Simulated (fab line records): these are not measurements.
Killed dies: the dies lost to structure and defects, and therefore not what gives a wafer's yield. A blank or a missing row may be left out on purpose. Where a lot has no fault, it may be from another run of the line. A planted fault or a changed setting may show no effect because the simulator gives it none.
fab line records	flow n5Finfet
record lots=11	wafers=31	lastDay=24
route steps=1938 shown BEOL_M5@1157 PASSIVATION@1926
lots with no fault: from the same line, run without faults
startH: the number of hours between the record's first day and the start of the first shown wafer of the lot	waitH: hours since the lot's step before	" as in the row above	L1.1+2: a row that stands for several wafers	- either no value or no given start	* or withheld: withheld	< > ~ a bound
route shown NAME@n: a module of which the file shows steps, and the number in the route of the first	usual: mean and standard deviation over wafers with no fault	same: alike in all rows	chamber/n: place in a boat	sites: readings site by site	_std_site: standard deviation across them	_edge_site: mean of outer sites minus mean of inner sites	radiusMm: for every site, how far away it sits from the centre of the wafer	mask NAME#n: copy n	behind: the last tool/chamber to shape the wafer	hold: reason for holding the lot/hours on hold/outcome of the hold	device: which transistor (n, p or np) failed to switch	end of line: tests run on the same wafers once the route is complete	a step with no rows: only its recipe	killed: not the wafer's yield, but the dies lost to structure and defects at the first sort	map: shows each die of a wafer: x if killed, . if not, _ if none is there
set.NAME: the run value of the setting; set.NAME@STEP: its run value at that earlier step	model.NAME: the simulator's own value behind a step, which no gauge read
route steps across a sampled set of lots; one table per step, one row per wafer
services: from which hour (startH, from the record's first day; less than 0 if before it) a tool's chamber was out of use, for how many hours, and why
## steps
# step N5_BEOL_M5_VIA_ETCH_34
# recipe chemistry=C4F6/O2	target=SiCOH_lowk	targetDepthA=883	maskMaterial=SOC	taperDeg=4	timeS=39.2	ionEnergyEv=250	pressureMtorr=30	sourceW=345	biasW=185	Ar_flow_sccm=300	C4F6_flow_sccm=10	O2_flow_sccm=10
# usual drypumpMotorCurrentA=5.6/0.4	mfcArSccm=300.1/0.97	oesProductAu=0.79/0.089	rfVppV=669/15	showerheadPlenumPTorr=2.84/0.067	throttleValvePct=20.79/0.2
# same timeS=39.2
lot.wafer	tool	chamber	startH	waitH	drypumpMotorCurrentA	mfcArSccm	oesProductAu	rfHoursCounterH	rfVppV	showerheadPlenumPTorr	throttleValvePct
L342.2	rieDiel-01	1	320.65	0.0	5.6	300.7	0.75	143	673	2.85	20.69
L342.4	"	3	"	"	6.2	300.2	0.88	55	679	2.86	20.54
L342.6	"	2	"	"	6.2	298.2	0.84	-	667	2.88	20.76
L338.2	rieDiel-04	0	351.18	0.0	5.3	297.5	0.80	99	677	3.00	21.14
L338.4	"	3	"	"	5.9	301.6	0.71	-	696	2.83	20.69
L338.5	"	0	"	"	5.3	299.4	0.78	-	677	3.00	21.13
L343.1	rieDiel-05	2	357.08	0.0	5.7	301.7	0.70	205	670	2.83	20.78
L343.2	"	1	"	"	5.9	300.8	0.89	22	666	2.77	20.52
L343.3	"	3	"	"	5.9	299.0	0.92	32	639	2.80	20.66
L344.1	rieDiel-01	1	364.75	0.0	5.6	298.6	0.74	156	672	2.85	20.70
L344.5	"	1	"	"	5.6	300.7	0.74	-	673	2.85	20.70
L344.6	"	0	"	"	5.0	300.4	0.71	-	644	2.75	20.74
L340.2	rieDiel-05	0	375.27	0.0	5.3	298.7	0.94	10	657	2.81	20.76
L340.4	"	3	"	"	5.9	300.8	0.92	36	640	2.80	20.68
L340.6	"	0	"	"	5.3	299.6	0.94	-	659	2.81	20.73
L347.1	rieDiel-01	0	390.37	0.0	5.0	300.3	0.70	188	644	2.74	20.76
L347.3	"	1	"	"	5.6	299.8	0.73	166	674	2.84	20.72
L347.4	"	2	"	"	6.2	299.7	0.80	91	666	2.87	20.78
L346.1	rieDiel-04	2	398.01	0.0	5.1	299.0	0.94	13	667	2.91	20.61
L346.5	"	3	"	"	5.8	301.2	0.70	-	696	2.82	20.73
L346.6	"	2	"	"	5.1	299.3	0.94	-	667	2.91	20.63
L349.1	rieDiel-01	0	403.07	0.0	5.0	299.8	0.70	191	645	2.74	20.77
L349.4	"	2	"	"	6.2	300.1	0.80	-	667	2.87	20.80
L349.5	"	1	"	"	5.6	301.2	0.73	-	673	2.84	20.71
L350.2	rieDiel-01	2	412.12	0.0	6.2	301.0	0.81	96	667	2.87	20.82
L350.3	"	0	"	"	5.0	302.3	0.70	193	647	2.74	20.76
L350.4	"	2	"	"	6.1	300.6	0.80	-	666	2.87	20.80
L359.4	rieDiel-04	2	442.01	0.0	5.1	299.6	0.80	25	668	2.90	20.60
L359.5	"	2	"	"	5.1	298.5	0.91	-	668	2.90	20.64
L360.1	rieDiel-04	1	467.56	0.0	5.4	300.1	0.80	25	684	2.82	20.97
L360.3	"	0	"	"	5.3	299.6	0.74	141	676	2.98	21.19
# step N5_PASSIVATION_OVL_MEAS_66
# recipe pointsPerWafer=44
# usual PASS_OPEN_OVL=-3/5.6
lot.wafer	tool	chamber	startH	waitH	PASS_OPEN_OVL[nm]
L342.2	overlay-01	0	420.24	0.0	7
L342.4	"	0	"	"	-3
L342.6	"	0	"	"	-7
L343.1	overlay-02	0	459.94	0.0	0
L343.2	"	0	"	"	-3
L343.3	"	0	"	"	-8
L338.2	overlay-02	0	466.14	0.0	-11
L338.4	"	0	"	"	-11
L338.5	"	0	"	"	2
L344.1	overlay-01	0	471.58	0.0	-6
L344.5	"	0	"	"	-9
L344.6	"	0	"	"	-6
L340.2	overlay-02	0	493.13	0.0	-15
L340.4	"	0	"	"	-13
L340.6	"	0	"	"	-10
L347.1	overlay-01	0	507.44	0.0	-1
L347.3	"	0	"	"	-6
L347.4	"	0	"	"	-9
L346.1	overlay-02	0	507.73	0.0	-8
L346.5	"	0	"	"	-9
L346.6	"	0	"	"	-13
L349.1	overlay-02	0	509.85	0.0	4
L349.4	"	0	"	"	-2
L349.5	"	0	"	"	1
L350.2	overlay-02	0	514.71	0.0	-4
L350.3	"	0	"	"	1
L350.4	"	0	"	"	-2
L359.4	overlay-02	0	547.16	0.0	4
L359.5	"	0	"	"	-1
L360.1	overlay-01	0	573.45	0.0	7
L360.3	"	0	"	"	10
# step N5_PASSIVATION_INSPECT_67
# recipe mode=adi	inspectInstrument=macro
# usual rawDefectCount=2.0/1.4
lot.wafer	tool	chamber	startH	waitH	rawDefectCount
L342.2	defectInspect-02	-	420.27	0.0	0
L342.4	"	-	"	"	6
L342.6	"	-	"	"	1
L343.1	defectInspect-01	-	459.97	0.0	1
L343.2	"	-	"	"	0
L343.3	"	-	"	"	0
L338.2	defectInspect-02	-	466.17	0.0	3
L338.4	"	-	"	"	3
L338.5	"	-	"	"	1
L344.1	defectInspect-01	-	471.60	0.0	1
L344.5	"	-	"	"	1
L344.6	"	-	"	"	2
L340.2	defectInspect-02	-	493.16	0.0	2
L340.4	"	-	"	"	2
L340.6	"	-	"	"	2
L347.1	defectInspect-01	-	507.47	0.0	0
L347.3	"	-	"	"	2
L347.4	"	-	"	"	1
L346.1	defectInspect-01	-	507.75	0.0	2
L346.5	"	-	"	"	1
L346.6	"	-	"	"	1
L349.1	defectInspect-01	-	509.87	0.0	4
L349.4	"	-	"	"	2
L349.5	"	-	"	"	1
L350.2	defectInspect-01	-	514.74	0.0	3
L350.3	"	-	"	"	4
L350.4	"	-	"	"	5
L359.4	defectInspect-01	-	547.18	0.0	2
L359.5	"	-	"	"	2
L360.1	defectInspect-02	-	573.47	0.0	3
L360.3	"	-	"	"	0
# step N5_PASSIVATION_PASS_ETCH_47
# recipe chemistry=CF4/O2	target=SiNx	targetDepthA=7700	timeS=385	ionEnergyEv=100	pressureMtorr=40	sourceW=535	biasW=49	Ar_flow_sccm=100	cf4FlowSccm=100	O2_flow_sccm=10
# usual cf4FlowSccm=100.0/0.33	drypumpMotorCurrentA=5.8/0.45	mfcArSccm=99.98/0.27	oesProductAu=0.81/0.074	rfVppV=244/5.1	showerheadPlenumPTorr=2.23/0.074	throttleValvePct=15.85/0.2
# same timeS=385
lot.wafer	tool	chamber	startH	waitH	cf4FlowSccm	drypumpMotorCurrentA	mfcArSccm	oesProductAu	rfHoursCounterH	rfVppV	showerheadPlenumPTorr	throttleValvePct
L342.2	rieDiel-02	3	420.34	0.0	100.0	5.2	99.97	0.80	98	250	2.23	15.88
L342.4	"	2	"	"	100.6	5.7	100.13	0.82	85	241	2.23	15.96
L342.6	"	1	"	"	100.4	6.2	99.72	0.74	-	245	2.29	15.63
L343.1	rieDiel-02	0	460.21	0.0	99.8	6.5	99.94	0.76	126	254	2.21	16.07
L343.2	"	2	"	"	100.4	5.7	99.77	0.81	98	241	2.22	15.99
L343.3	"	3	"	"	99.4	5.2	99.93	0.78	112	250	2.22	15.90
L338.2	rieDiel-06	0	466.23	0.0	100.1	5.0	100.13	0.81	98	238	2.23	15.72
L338.4	"	3	"	"	100.0	6.0	100.22	0.69	243	235	2.02	16.22
L338.5	"	3	"	"	99.9	5.9	100.41	0.69	-	235	2.02	16.21
L344.1	rieDiel-06	2	471.67	0.0	100.0	5.1	100.37	0.89	21	245	2.17	15.91
L344.5	"	2	"	"	100.4	5.2	99.83	0.89	-	244	2.17	15.91
L344.6	"	1	"	"	100.4	6.1	99.94	0.83	-	242	2.14	15.93
L340.2	rieDiel-02	3	493.22	0.0	100.1	5.3	99.81	0.77	124	252	2.22	15.93
L340.4	"	2	"	"	100.0	5.7	99.90	0.80	111	242	2.22	16.00
L340.6	"	0	"	"	100.2	6.5	100.41	0.73	-	252	2.21	16.10
L347.1	rieDiel-03	0	507.54	0.0	100.2	6.1	100.26	0.93	7	247	2.16	15.78
L347.3	"	2	"	"	100.5	5.9	100.62	0.86	55	237	2.33	15.50
L347.4	"	3	"	"	100.0	6.0	99.38	0.83	85	238	2.33	15.80
L346.1	rieDiel-02	0	507.87	0.0	100.5	6.5	99.76	0.73	147	253	2.21	16.10
L346.5	"	1	"	"	99.2	6.2	100.27	0.72	-	246	2.28	15.71
L346.6	"	2	"	"	100.0	5.7	100.18	0.79	-	242	2.22	16.05
L349.1	rieDiel-02	1	509.94	0.0	99.9	6.2	99.80	0.71	176	246	2.28	15.72
L349.4	"	0	"	"	100.2	6.5	99.62	0.73	148	253	2.21	16.11
L349.5	"	1	"	"	99.7	6.2	99.72	0.72	-	246	2.28	15.72
L350.2	rieDiel-02	2	514.81	0.0	100.0	5.7	100.46	0.79	120	244	2.22	16.04
L350.3	"	0	"	"	100.0	6.5	100.31	0.73	149	252	2.20	16.12
L350.4	"	3	"	"	99.6	5.2	100.16	0.77	131	250	2.22	15.94
L359.4	rieDiel-03	3	547.25	0.0	99.8	6.0	99.95	0.81	100	238	2.32	15.82
L359.5	"	2	"	"	99.7	5.9	99.86	0.84	-	238	2.32	15.54
L360.1	rieDiel-02	1	573.64	0.0	99.2	6.1	99.97	0.70	202	247	2.27	15.78
L360.3	"	2	"	"	100.1	5.7	99.81	0.76	143	242	2.21	16.08
# step N5_PASSIVATION_PROBE_49
# usual defectLimitedYield=90.7/1.5	killed_at_M0_to_M3=38/11	killed_at_M4_up=15/5.5	killedAtContacts=12/6	killedAtFrontEnd=41/11	killedAtOther=3.5/2.7	killedDies=110/18	killedOnRim=15/3.6	killedOpen=72/13	killedShort=35/8.7	sort_bin_5_function=5.5/1.1	sort_bin_6_memory=3.4/0.63	sort_bin_8_speed=0.01/0.037	sortNPass=1070/18	sortYieldPct=90.7/1.5
# same grossDies=1180	killedAtBackSide=0	sort_bin_4_leakage[%]=0
lot.wafer	tool	chamber	startH	waitH	defectLimitedYield[%]	killed_at_M0_to_M3	killed_at_M4_up	killedAtContacts	killedAtFrontEnd	killedAtOther	killedDies	killedOnRim	killedOpen	killedShort	sort_bin_5_function[%]	sort_bin_6_memory[%]	sort_bin_8_speed[%]	sortNPass	sortYieldPct[%]
L343.2	prober-01	-	463.27	0.1	91.5	26	12	14	45	3	100	16	61	39	5.1	2.9	0	1080	91.5
L344.1	prober-02	-	474.68	0.0	89.3	49	14	20	37	6	126	13	78	46	6.2	3.9	0	1054	89.3
L344.5	prober-02	-	474.88	0.2	90.6	49	16	7	32	7	111	14	74	34	5.9	3.3	0	1069	90.6
L344.6	prober-02	-	474.93	0.3	88.3	42	18	25	49	4	138	14	83	55	7.4	3.7	0	1042	88.3
L340.2	prober-01	-	496.29	0.1	89.8	45	15	15	45	0	120	18	90	30	5.9	4.0	0	1060	89.8
L340.4	prober-01	-	496.39	0.2	91.8	44	9	8	35	1	97	13	60	37	4.6	3.3	0	1083	91.8
L340.6	prober-01	-	496.49	0.3	89.4	46	10	17	52	0	125	19	75	50	6.1	4.2	0	1055	89.4
L347.1	prober-01	-	510.60	0.0	89.7	37	19	10	49	7	122	15	65	56	5.7	3.9	0	1058	89.7
L347.3	prober-01	-	510.70	0.1	90.3	49	16	8	39	3	115	15	67	47	5.9	3.4	0	1065	90.3
L347.4	prober-01	-	510.75	0.2	86.7	65	10	18	58	6	157	20	111	46	8.6	4.2	0	1023	86.7
L346.1	prober-02	-	510.90	0.0	89.2	60	22	10	31	5	128	16	85	35	6.2	4.5	0	1052	89.2
L346.5	prober-02	-	511.10	0.2	92.8	37	9	9	26	4	85	11	60	25	4.5	2.5	0	1095	92.8
L346.6	prober-02	-	511.15	0.3	90.0	39	19	5	52	3	118	19	88	29	6.2	3.6	0	1062	90.0
L349.1	prober-02	-	512.95	0.0	92.3	30	8	8	45	0	91	12	64	27	5.3	2.1	0	1089	92.3
L349.4	prober-02	-	513.10	0.2	89.6	36	20	6	57	4	123	17	87	36	5.8	4.2	0	1057	89.6
L349.5	prober-02	-	513.15	0.2	89.5	53	11	12	46	2	124	23	79	42	6.0	4.0	0	1056	89.5
L359.4	prober-01	-	550.42	0.2	87.7	39	52	8	37	9	145	38	56	39	8.4	3.1	0	1035	87.7
L359.5	prober-01	-	550.47	0.2	91.3	35	19	8	34	7	103	14	62	35	4.8	3.2	0	1077	91.3
L360.1	prober-01	-	576.66	0.0	88.9	43	36	9	43	0	131	24	79	38	7.7	3.1	0	1049	88.9
L360.3	prober-01	-	576.76	0.1	94.7	26	8	2	22	4	62	11	42	19	3.1	2.1	0.08	1117	94.7
# killed by level:class
L343.2 FIN_SAQP:geometricParticle:short=13 STI_FIN_REVEAL:geometricParticle:open=13 MOL_CONTACT_COAG:geometricParticle:open=10 BEOL_M0_SAQP:geometricParticle:open=7 BEOL_M0_SAQP:geometricParticle:short=7 BEOL_M1:geometricParticle:open=7 BEOL_M4:geometricParticle:open=5 FIN_SAQP:geometricParticle:open=4
L344.1 MOL_CONTACT_COAG:geometricParticle:open=16 BEOL_M0_SAQP:geometricParticle:open=16 FIN_SAQP:geometricParticle:short=10 DUMMY_GATE:geometricParticle:open=9 BEOL_M0_SAQP:geometricParticle:short=9 BEOL_M2:geometricParticle:open=7 BEOL_M1:geometricParticle:short=5 GATE_CUT:geometricParticle:short=4
L344.5 BEOL_M0_SAQP:geometricParticle:open=13 BEOL_M0_SAQP:geometricParticle:short=10 FIN_SAQP:geometricParticle:open=9 MOL_CONTACT_COAG:geometricParticle:open=7 BEOL_M1:geometricParticle:open=7 BEOL_M4:geometricParticle:open=7 STI_FIN_REVEAL:geometricParticle:open=6 BEOL_M2:geometricParticle:open=5
L344.6 MOL_CONTACT_COAG:geometricParticle:open=20 FIN_SAQP:geometricParticle:short=13 FIN_SAQP:geometricParticle:open=10 BEOL_M2:geometricParticle:open=8 BEOL_M0_SAQP:geometricParticle:short=8 GATE_CUT:geometricParticle:short=6 BEOL_M4:geometricParticle:open=6 BEOL_M2:geometricParticle:short=6
L340.2 BEOL_M0_SAQP:geometricParticle:open=13 MOL_CONTACT_COAG:geometricParticle:open=9 BEOL_M2:geometricParticle:open=9 BEOL_M1:geometricParticle:open=7 BEOL_M3:geometricParticle:open=7 MOL_CONTACT_COAG:geometricParticle:short=6 BEOL_M4:geometricParticle:open=6 FIN_CUT:geometricParticle:open=5
L340.4 DUMMY_GATE:geometricParticle:open=11 BEOL_M2:geometricParticle:open=11 BEOL_M0_SAQP:geometricParticle:short=8 BEOL_M0_SAQP:geometricParticle:open=7 BEOL_M3:geometricParticle:open=7 STARTING-WAFER:geometricParticle:short=6 MOL_CONTACT_COAG:geometricParticle:open=5 FIN_SAQP:geometricParticle:short=4
L340.6 MOL_CONTACT_COAG:geometricParticle:open=17 BEOL_M0_SAQP:geometricParticle:short=14 GATE_CUT:geometricParticle:short=9 BEOL_M0_SAQP:geometricParticle:open=9 FIN_SAQP:geometricParticle:open=8 BEOL_M3:geometricParticle:open=8 FIN_SAQP:geometricParticle:short=7 DUMMY_GATE:geometricParticle:open=7
L347.1 FIN_SAQP:geometricParticle:short=10 GATE_CUT:geometricParticle:short=8 MOL_CONTACT_COAG:geometricParticle:open=7 BEOL_M0_SAQP:geometricParticle:short=6 BEOL_M1:geometricParticle:open=6 STARTING-WAFER:geometricParticle:open=6 DUMMY_GATE:geometricParticle:open=5 GATE_CUT:geometricParticle:open=5
L347.3 STI_FIN_REVEAL:geometricParticle:open=9 BEOL_M1:geometricParticle:short=9 BEOL_M0_SAQP:geometricParticle:short=8 FIN_SAQP:geometricParticle:short=7 GATE_CUT:geometricParticle:short=7 BEOL_M3:geometricParticle:open=7 MOL_CONTACT_COAG:geometricParticle:open=6 BEOL_M0_SAQP:geometricParticle:open=6
L347.4 FIN_SAQP:geometricParticle:open=15 BEOL_M2:geometricParticle:open=15 BEOL_M1:geometricParticle:open=14 MOL_CONTACT_COAG:geometricParticle:open=14 FIN_SAQP:geometricParticle:short=12 BEOL_M3:geometricParticle:open=9 DUMMY_GATE:geometricParticle:open=8 BEOL_M0_SAQP:geometricParticle:open=8
L346.1 BEOL_M2:geometricParticle:open=16 BEOL_M4:geometricParticle:open=11 BEOL_M0:geometricParticle:open=10 BEOL_M0_SAQP:geometricParticle:open=9 MOL_CONTACT_COAG:geometricParticle:open=7 BEOL_M0_SAQP:geometricParticle:short=7 BEOL_M1:geometricParticle:open=6 BEOL_M2:geometricParticle:short=6
L346.5 BEOL_M2:geometricParticle:open=10 MOL_CONTACT_COAG:geometricParticle:open=7 BEOL_M0:geometricParticle:open=7 BEOL_M0_SAQP:geometricParticle:open=6 BEOL_M3:geometricParticle:open=6 STARTING-WAFER:geometricParticle:short=6 DUMMY_GATE:geometricParticle:open=5 BEOL_M0_SAQP:geometricParticle:short=5
L346.6 FIN_SAQP:geometricParticle:open=13 BEOL_M2:geometricParticle:open=13 DUMMY_GATE:geometricParticle:open=12 BEOL_M4:geometricParticle:open=11 STI_FIN_REVEAL:geometricParticle:open=8 BEOL_M1:geometricParticle:open=6 MOL_CONTACT_COAG:geometricParticle:open=4 FIN_SAQP:geometricParticle:short=3
L349.1 FIN_SAQP:geometricParticle:open=10 MOL_CONTACT_COAG:geometricParticle:open=8 BEOL_M0_SAQP:geometricParticle:open=6 GATE_CUT:geometricParticle:open=6 BEOL_M3:geometricParticle:open=6 FIN_SAQP:geometricParticle:short=5 ILD0:geometricParticle:open=5 ILD0:geometricParticle:short=4
L349.4 STI_FIN_REVEAL:geometricParticle:open=11 FIN_SAQP:geometricParticle:open=10 BEOL_M0_SAQP:geometricParticle:short=8 FIN_SAQP:geometricParticle:short=7 BEOL_M3:geometricParticle:open=7 BEOL_M2:geometricParticle:open=6 MOL_CONTACT_COAG:geometricParticle:open=6 BEOL_M0_SAQP:geometricParticle:open=6
L349.5 BEOL_M0_SAQP:geometricParticle:short=13 BEOL_M0_SAQP:geometricParticle:open=11 BEOL_M1:geometricParticle:open=10 FIN_SAQP:geometricParticle:open=9 BEOL_M3:geometricParticle:open=9 GATE_CUT:geometricParticle:open=8 MOL_CONTACT_COAG:geometricParticle:open=7 FIN_SAQP:geometricParticle:short=6
L359.4 BEOL_M5:areaEtch=44 BEOL_M0_SAQP:geometricParticle:open=12 BEOL_M0_SAQP:geometricParticle:short=12 GATE_CUT:geometricParticle:short=8 BEOL_M2:geometricParticle:open=8 MOL_CONTACT_COAG:geometricParticle:open=6 STI_FIN_REVEAL:geometricParticle:open=5 HKMG_FIN:areaEtch=5
L359.5 BEOL_M0_SAQP:geometricParticle:short=10 STI_FIN_REVEAL:geometricParticle:open=9 BEOL_M4:geometricParticle:open=9 BEOL_M0_SAQP:geometricParticle:open=7 BEOL_M2:geometricParticle:open=7 BEOL_M3:geometricParticle:open=7 FIN_SAQP:geometricParticle:open=5 HKMG_FIN:areaEtch=5
L360.1 BEOL_M1:geometricParticle:open=16 BEOL_M5:areaEtch=12 BEOL_M4:geometricParticle:open=11 FIN_SAQP:geometricParticle:short=10 MOL_CONTACT_COAG:geometricParticle:open=8 STI_FIN_REVEAL:geometricParticle:open=7 BEOL_M3:geometricParticle:open=6 BEOL_M0_SAQP:geometricParticle:open=5
L360.3 BEOL_M2:geometricParticle:open=6 BEOL_M0_SAQP:geometricParticle:open=4 BEOL_M0:geometricParticle:open=4 FIN_SAQP:geometricParticle:short=3 DUMMY_GATE:geometricParticle:open=3 SPACER0:geometricParticle:open=3 BEOL_M0_SAQP:geometricParticle:short=3 BEOL_M1:geometricParticle:open=3
## services
tool	chamber	startH	hours	kind
rieDiel-05	0	304.51	6.7	repair
rieDiel-01	3	307.71	5.5	repair
rieDiel-03	-	317.07	1.1	repair
rieDiel-02	-	322.47	0.1	repair
rieDiel-06	1	343.30	4.5	repair
rieDiel-06	1	355.00	6.7	repair
rieDiel-02	-	374.32	0.4	repair
rieDiel-01	3	402.03	14.8	repair
rieDiel-01	0	408.18	3.1	repair
rieDiel-01	3	422.49	3.5	repair
rieDiel-01	-	452.31	14.6	pm
rieDiel-01	-	467.94	2.8	pm
rieDiel-03	3	468.17	1.3	repair
rieDiel-01	1	471.75	9.3	repair
rieDiel-02	1	474.38	3.1	repair
rieDiel-01	3	475.74	4.3	repair
rieDiel-02	3	501.45	3.5	repair
rieDiel-06	1	509.46	12.9	repair
rieDiel-03	0	522.15	5.8	repair
rieDiel-03	1	533.21	6.1	repair
rieDiel-04	1	534.87	3.4	repair
rieDiel-01	2	564.15	3.8	repair
rieDiel-04	-	569.68	0.2	repair
rieDiel-04	-	570.38	0.7	repair
## key
firstSign step=N5_PASSIVATION_PROBE_49	reading=killed_at_M4_up	direction=up	sigmas=5.2	usual=15	struck=44
effect step=N5_PASSIVATION_PROBE_49	reading=killedOnRim	direction=up	sigmas=4.6	usual=15	struck=31
moreKillsBornAt N5_BEOL_M5_VIA_ETCH_34@rieDiel-04=56
metAt N5_BEOL_M5_VIA_ETCH_34
struckLots L359,L360
struckWafers L359.4,L360.1
notActingAt N5_PASSIVATION_OVL_MEAS_66,N5_PASSIVATION_INSPECT_67,N5_PASSIVATION_PASS_ETCH_47
onsetBetween 398.01 442.01
fault kind=processParameterDrift	tool=rieDiel-04	chamber=-	onsetH=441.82	steps=N5_BEOL_M5_VIA_ETCH_34	channel=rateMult	offset=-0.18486	shape=step	endH=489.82	scope=struckWafersOnly
